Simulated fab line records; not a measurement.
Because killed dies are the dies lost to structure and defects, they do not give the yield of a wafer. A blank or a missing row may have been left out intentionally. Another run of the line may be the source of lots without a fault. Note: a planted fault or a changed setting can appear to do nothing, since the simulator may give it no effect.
fab line records + flow n5_finfet
record
- lots=7
- wafers=39
route steps=1938 shown DUMMY_GATE@220 HKMG_FIN@435
start_h: hours from the record's first day to the start of the lot's first wafer shown + wait_h: how many hours have passed since the lot's step before this one + " as in the row above + L1.1+2: a row that stands for several wafers + - either no value or no given start + * or withheld: withheld + < > ~ a bound
route shown NAME@n: NAME is a module with steps in the file, n the number in the route of the first one + usual: mean/standard deviation of fault-free wafers + same: alike in all rows + chamber/n: place in a boat + sites: the reading at each site + _std_site: how widely they spread, as a standard deviation + _edge_site: mean of outer sites minus mean of inner sites + radius_mm: how far each site lies from the wafer's centre + mask NAME#n: copy n + behind: the most recent tool/chamber to have shaped the wafer + hold: cause of the lot's hold/its duration in hours/its outcome + device: the transistor (n, p or np) that didn't switch + end of line: the same wafers' tests at the end of the route + a step given without rows: its recipe and nothing more + killed: the dies lost at the first sort to structure and to defects; this is not the yield of the wafer + map: the dies of a wafer, with x for killed, . for not killed, _ for no die there
set.NAME: setting as actually run; set.NAME@STEP: the setting as run at that earlier step + model.NAME: the simulator's own value behind a step, which no gauge read
one table per step and one row per wafer, for lots whose settings were changed on purpose
## steps
# step N5_DUMMY_GATE_HM_DEP_06
# recipe
- material=SiNx
- target_thk_a=800
- precursor=DCS/NH3
- temp_c=700
- pressure_mtorr=300
- time_s=5141
| lot.wafer  | tool     | chamber   | start_h | wait_h | set.target_thk_a | model.SiNx_of_DUMMY_GATE_HM_DEP_06.thk_nm |
|------------|----------|-----------|---------|--------|------------------|-------------------------------------------|
| L077.1+5   | -        | -         | -       | 0.0    | 722.9            | 71.8                                      |
| L077.2     | "        | -         | "       | "      | 722.9            | 72.2                                      |
| L077.3     | "        | -         | "       | "      | 722.9            | 71.2                                      |
| L077.4     | "        | -         | "       | "      | 722.9            | 71.6                                      |
| L077.6     | "        | -         | "       | "      | 722.9            | 72                                        |
| L081.1+3+4 | -        | -         | -       | 0.0    | 718.2            | 72.6                                      |
| L081.2     | "        | -         | "       | "      | 718.2            | 71.8                                      |
| L081.5     | "        | -         | "       | "      | 718.2            | 72.8                                      |
| L081.6     | "        | -         | "       | "      | 718.2            | 72                                        |
| L083.1     | -        | -         | -       | 0.0    | 740.7            | 74.2                                      |
| L083.2+3   | "        | -         | "       | "      | 740.7            | 73.6                                      |
| L083.4+6   | "        | -         | "       | "      | 740.7            | 73.2                                      |
| L083.5     | "        | -         | "       | "      | 740.7            | 73                                        |
| L089.1+2   | lpcvd-02 | 1/65,1/70 | 131.06  | 0.0    | 800              | 79.8                                      |
| L089.6     | "        | 1/89      | "       | "      | 800              | 80.2                                      |
| L095.1     | -        | -         | -       | 0.0    | 896.3            | 89.4                                      |
| L095.2     | "        | -         | "       | "      | 896.3            | 90                                        |
| L095.3+5   | "        | -         | "       | "      | 896.3            | 90.2                                      |
| L095.4     | "        | -         | "       | "      | 896.3            | 89.6                                      |
| L095.6     | "        | -         | "       | "      | 896.3            | 89.8                                      |
| L096.1     | -        | -         | -       | 0.0    | 740.7            | 74.8                                      |
| L096.2+5+6 | "        | -         | "       | "      | 740.7            | 74                                        |
| L096.3     | "        | -         | "       | "      | 740.7            | 74.6                                      |
| L096.4     | "        | -         | "       | "      | 740.7            | 74.2                                      |
| L097.1+2   | -        | -         | -       | 0.0    | 883.4            | 88.4                                      |
| L097.3     | "        | -         | "       | "      | 883.4            | 89                                        |
| L097.4     | "        | -         | "       | "      | 883.4            | 88.8                                      |
| L097.5     | "        | -         | "       | "      | 883.4            | 87.6                                      |
| L097.6     | "        | -         | "       | "      | 883.4            | 88                                        |
# step N5_DUMMY_GATE_ETCH_37
# recipe
- chemistry=N2/H2
- target=SOC
- target_depth_a=600
- overetch_a=300
- temp_c=40
- ion_energy_ev=200
- pressure_mtorr=30
- source_w=840
- bias_w=150
- n2_flow_sccm=200
- h2_flow_sccm=200
# usual
- rf_vpp_V=523.9/2.6
| lot.wafer | tool        | chamber | start_h | wait_h | set.source_w | rf_vpp_V |
|-----------|-------------|---------|---------|--------|--------------|----------|
| L077.1    | rie_diel-03 | 0       | 64.23   | 0.0    | 718.4        | 552.1    |
| L077.2    | "           | 2       | "       | "      | 718.4        | 554.3    |
| L077.3    | "           | 3       | "       | "      | 718.4        | 551.5    |
| L077.4    | "           | 1       | "       | "      | 840          | 524.3    |
| L077.5    | "           | 1       | "       | "      | 840          | 525.0    |
| L077.6    | "           | 0       | "       | "      | 840          | 526.3    |
| L081.1    | rie_diel-05 | 1       | 88.40   | 0.0    | 963.2        | 498.8    |
| L081.2    | "           | 3       | "       | "      | 840          | 520.7    |
| L081.3    | "           | 2       | "       | "      | 840          | 523.2    |
| L081.4    | "           | 0       | "       | "      | 963.2        | 504.9    |
| L081.5    | "           | 0       | "       | "      | 963.2        | 504.5    |
| L081.6    | "           | 1       | "       | "      | 840          | 521.6    |
| L083.1    | rie_diel-05 | 0       | 103.82  | 0.0    | 840          | 528.3    |
| L083.2    | "           | 2       | "       | "      | 954.3        | 502.0    |
| L083.3    | "           | 3       | "       | "      | 954.3        | 498.8    |
| L083.4    | "           | 1       | "       | "      | 954.3        | 499.1    |
| L083.5    | "           | 3       | "       | "      | 840          | 519.8    |
| L083.6    | "           | 2       | "       | "      | 840          | 521.2    |
| L089.1    | rie_diel-05 | 3       | 135.75  | 0.0    | 840          | 521.3    |
| L089.2    | "           | 1       | "       | "      | 840          | 520.6    |
| L089.6    | "           | 1       | "       | "      | 840          | 522.4    |
| L095.1    | rie_diel-06 | 3       | 172.70  | 0.0    | 840          | 522.4    |
| L095.2    | "           | 0       | "       | "      | 936.1        | 507.0    |
| L095.3    | "           | 2       | "       | "      | 840          | 521.6    |
| L095.4    | "           | 3       | "       | "      | 936.1        | 503.2    |
| L095.5    | "           | 0       | "       | "      | 936.1        | 507.5    |
| L095.6    | "           | 2       | "       | "      | 840          | 519.5    |
| L096.1    | rie_diel-05 | 0       | 178.57  | 0.0    | 772.1        | 542.2    |
| L096.2    | "           | 1       | "       | "      | 840          | 520.7    |
| L096.3    | "           | 2       | "       | "      | 840          | 523.3    |
| L096.4    | "           | 0       | "       | "      | 772.1        | 541.9    |
| L096.5    | "           | 1       | "       | "      | 772.1        | 536.1    |
| L096.6    | "           | 2       | "       | "      | 840          | 523.6    |
| L097.1    | rie_diel-06 | 2       | 185.88  | 0.0    | 840          | 519.0    |
| L097.2    | "           | 1       | "       | "      | 967          | 501.6    |
| L097.3    | "           | 0       | "       | "      | 840          | 525.2    |
| L097.4    | "           | 3       | "       | "      | 967          | 499.7    |
| L097.5    | "           | 0       | "       | "      | 840          | 525.2    |
| L097.6    | "           | 3       | "       | "      | 967          | 498.6    |
# step N5_DUMMY_GATE_ETCH_32
# recipe
- chemistry=CF4
- target=SiO2
- target_depth_a=35
- time_s=3.9
- ion_energy_ev=350
- pressure_mtorr=10
- icp_w=800
- bias_w=400
- cf4_flow_sccm=80
| lot.wafer | tool      | chamber | start_h | wait_h | set.time_s | model.etch.depth_nm |
|-----------|-----------|---------|---------|--------|------------|---------------------|
| L077.1    | rie_si-05 | 0       | 64.87   | 0.2    | 3.9        | 3.501               |
| L077.2    | "         | 2       | "       | "      | 3.9        | 3.548               |
| L077.3    | "         | 1       | "       | "      | 3.9        | 3.347               |
| L077.4    | "         | 3       | "       | "      | 3.9        | 3.479               |
| L077.5    | "         | 1       | "       | "      | 3.9        | 3.338               |
| L077.6    | "         | 2       | "       | "      | 3.9        | 3.546               |
| L081.1    | rie_si-06 | 3       | 88.92   | 0.1    | 3.9        | 3.602               |
| L081.2    | "         | 0       | "       | "      | 3.241      | 2.798               |
| L081.3    | "         | 2       | "       | "      | 3.241      | 2.845               |
| L081.4    | "         | 1       | "       | "      | 3.241      | 2.838               |
| L081.5    | "         | 2       | "       | "      | 3.9        | 3.41                |
| L081.6    | "         | 1       | "       | "      | 3.9        | 3.422               |
| L083.1    | rie_si-06 | 2       | 104.35  | 0.1    | 3.9        | 3.415               |
| L083.2    | "         | 1       | "       | "      | 3.9        | 3.434               |
| L083.3    | "         | 3       | "       | "      | 3.9        | 3.607               |
| L083.4    | "         | 0       | "       | "      | 3.9        | 3.354               |
| L083.5    | "         | 2       | "       | "      | 3.9        | 3.411               |
| L083.6    | "         | 1       | "       | "      | 3.9        | 3.464               |
| L089.1    | rie_si-03 | 1       | 136.28  | 0.1    | 3.9        | 3.535               |
| L089.2    | "         | 3       | "       | "      | 3.9        | 3.471               |
| L089.6    | "         | 1       | "       | "      | 3.9        | 3.515               |
| L095.1    | rie_si-05 | 3       | 173.22  | 0.1    | 3.9        | 3.516               |
| L095.2    | "         | 0       | "       | "      | 3.9        | 3.526               |
| L095.3    | "         | 1       | "       | "      | 3.9        | 3.386               |
| L095.4    | "         | 2       | "       | "      | 4.611      | 4.234               |
| L095.5    | "         | 3       | "       | "      | 4.611      | 4.205               |
| L095.6    | "         | 0       | "       | "      | 4.611      | 4.186               |
| L096.1    | rie_si-05 | 0       | 179.55  | 0.1    | 3.029      | 2.717               |
| L096.2    | "         | 3       | "       | "      | 3.9        | 3.517               |
| L096.3    | "         | 2       | "       | "      | 3.029      | 2.748               |
| L096.4    | "         | 1       | "       | "      | 3.9        | 3.329               |
| L096.5    | "         | 2       | "       | "      | 3.9        | 3.541               |
| L096.6    | "         | 1       | "       | "      | 3.029      | 2.602               |
| L097.1    | rie_si-03 | 3       | 186.40  | 0.1    | 4.219      | 3.76                |
| L097.2    | "         | 0       | "       | "      | 3.9        | 3.407               |
| L097.3    | "         | 2       | "       | "      | 3.9        | 3.598               |
| L097.4    | "         | 1       | "       | "      | 4.219      | 3.852               |
| L097.5    | "         | 3       | "       | "      | 3.9        | 3.487               |
| L097.6    | "         | 0       | "       | "      | 4.219      | 3.695               |
# step N5_HKMG_FIN_ETCH_32
# recipe
- chemistry=N2/H2
- target=SOC
- target_depth_a=2400
- temp_c=40
- time_s=300
- ion_energy_ev=200
- mask_material=SiARC
- pressure_mtorr=30
- source_w=840
- bias_w=150
- n2_flow_sccm=200
- h2_flow_sccm=200
# usual
- rf_vpp_V=524.1/2
| lot.wafer | tool        | chamber | start_h | wait_h | set.source_w | rf_vpp_V | model.etch.depth_nm | model.HKMG_FIN.feature_depth_nm |
|-----------|-------------|---------|---------|--------|--------------|----------|---------------------|---------------------------------|
| L077.1    | rie_diel-02 | 2       | 93.76   | 0.0    | 840          | 527.1    | 243.8               | 243.8                           |
| L077.2    | "           | 3       | "       | "      | 840          | 523.1    | 236.3               | 236.4                           |
| L077.3    | "           | 1       | "       | "      | 840          | 524.4    | 247.2               | 247.2                           |
| L077.4    | "           | 3       | "       | "      | 840          | 522.7    | 237                 | 237                             |
| L077.5    | "           | 1       | "       | "      | 840          | 526.2    | 245.6               | 245.6                           |
| L077.6    | "           | 2       | "       | "      | 840          | 525.9    | 244.4               | 244.4                           |
| L081.1    | rie_diel-02 | 0       | 117.91  | 0.0    | 729.3        | 550.5    | 209.9               | 210                             |
| L081.2    | "           | 2       | "       | "      | 840          | 527.7    | 239                 | 239                             |
| L081.3    | "           | 1       | "       | "      | 729.3        | 549.3    | 219                 | 219                             |
| L081.4    | "           | 3       | "       | "      | 840          | 523.5    | 235.4               | 235.4                           |
| L081.5    | "           | 3       | "       | "      | 840          | 523.9    | 233.1               | 233                             |
| L081.6    | "           | 2       | "       | "      | 729.3        | 551.7    | 214.4               | 214.4                           |
| L083.1    | rie_diel-01 | 2       | 132.35  | 0.0    | 840          | 521.4    | 231.7               | 231.8                           |
| L083.2    | "           | 3       | "       | "      | 904          | 513.1    | 246.8               | 246.8                           |
| L083.3    | "           | 1       | "       | "      | 840          | 525.8    | 242.7               | 242.6                           |
| L083.4    | "           | 0       | "       | "      | 904          | 508.4    | 243.9               | 243.8                           |
| L083.5    | "           | 0       | "       | "      | 904          | 507.2    | 245.4               | 245.4                           |
| L083.6    | "           | 1       | "       | "      | 840          | 524.1    | 242.7               | 242.6                           |
| L089.1    | rie_diel-02 | 1       | 166.01  | 0.0    | 840          | 523.2    | 245.3               | 245.2                           |
| L089.2    | "           | 3       | "       | "      | 840          | 521.9    | 239.1               | 239.2                           |
| L089.6    | "           | 0       | "       | "      | 840          | 525.8    | 236.5               | 236.6                           |
| L095.1    | rie_diel-01 | 1       | 201.38  | 0.0    | 840          | 524.9    | 244.4               | 244.4                           |
| L095.2    | "           | 0       | "       | "      | 697          | 554.5    | 197.6               | 197.6                           |
| L095.3    | "           | 2       | "       | "      | 697          | 554.1    | 199                 | 199                             |
| L095.4    | "           | 3       | "       | "      | 697          | 559.1    | 201.1               | 201.2                           |
| L095.5    | "           | 2       | "       | "      | 840          | 520.5    | 229.5               | 229.6                           |
| L095.6    | "           | 1       | "       | "      | 840          | 525.6    | 241.6               | 241.6                           |
| L096.1    | rie_diel-04 | 0       | 209.70  | 0.0    | 840          | 524.3    | 241.2               | 241.2                           |
| L096.2    | "           | 3       | "       | "      | 840          | 525.1    | 247.4               | 247.4                           |
| L096.3    | "           | 1       | "       | "      | 840          | 523.9    | 246.5               | 246.4                           |
| L096.4    | "           | 2       | "       | "      | 840          | 524.4    | 235.6               | 235.6                           |
| L096.5    | "           | 0       | "       | "      | 840          | 523.4    | 240.3               | 240.4                           |
| L096.6    | "           | 1       | "       | "      | 840          | 524.3    | 248.3               | 248.2                           |
| L097.1    | rie_diel-04 | 3       | 214.16  | 0.0    | 682          | 561.5    | 206.9               | 206.8                           |
| L097.2    | "           | 1       | "       | "      | 840          | 525.1    | 246.1               | 246                             |
| L097.3    | "           | 2       | "       | "      | 682          | 561.8    | 198.5               | 198.6                           |
| L097.4    | "           | 0       | "       | "      | 682          | 560.9    | 203.6               | 203.6                           |
| L097.5    | "           | 2       | "       | "      | 840          | 524.7    | 236.8               | 236.8                           |
| L097.6    | "           | 1       | "       | "      | 840          | 524.5    | 245.3               | 245.2                           |
## key
split
- step=N5_DUMMY_GATE_HM_DEP_06
- setting=target_thk_a
- stated=800
- by=lot
response
- step=N5_DUMMY_GATE_HM_DEP_06
- reading=model.SiNx_of_DUMMY_GATE_HM_DEP_06.thk_nm
- change=+0.809
- per=1%
- r=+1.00
split
- step=N5_DUMMY_GATE_ETCH_37
- setting=source_w
- stated=840
- by=wafer
response
- step=N5_DUMMY_GATE_ETCH_37
- reading=rf_vpp_V
- change=-1.6
- per=1%
- r=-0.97
split
- step=N5_DUMMY_GATE_ETCH_32
- setting=time_s
- stated=3.9
- by=wafer
response
- step=N5_DUMMY_GATE_ETCH_32
- reading=model.etch.depth_nm
- change=+0.037
- per=1%
- r=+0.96
split
- step=N5_HKMG_FIN_ETCH_32
- setting=source_w
- stated=840
- by=wafer
response
- step=N5_HKMG_FIN_ETCH_32
- reading=rf_vpp_V
- change=-1.92
- per=1%
- r=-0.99
response
- step=N5_HKMG_FIN_ETCH_32
- reading=model.etch.depth_nm
- change=+1.99
- per=1%
- r=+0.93
response
- step=N5_HKMG_FIN_ETCH_32
- reading=model.HKMG_FIN.feature_depth_nm
- change=+1.99
- per=1%
- r=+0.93
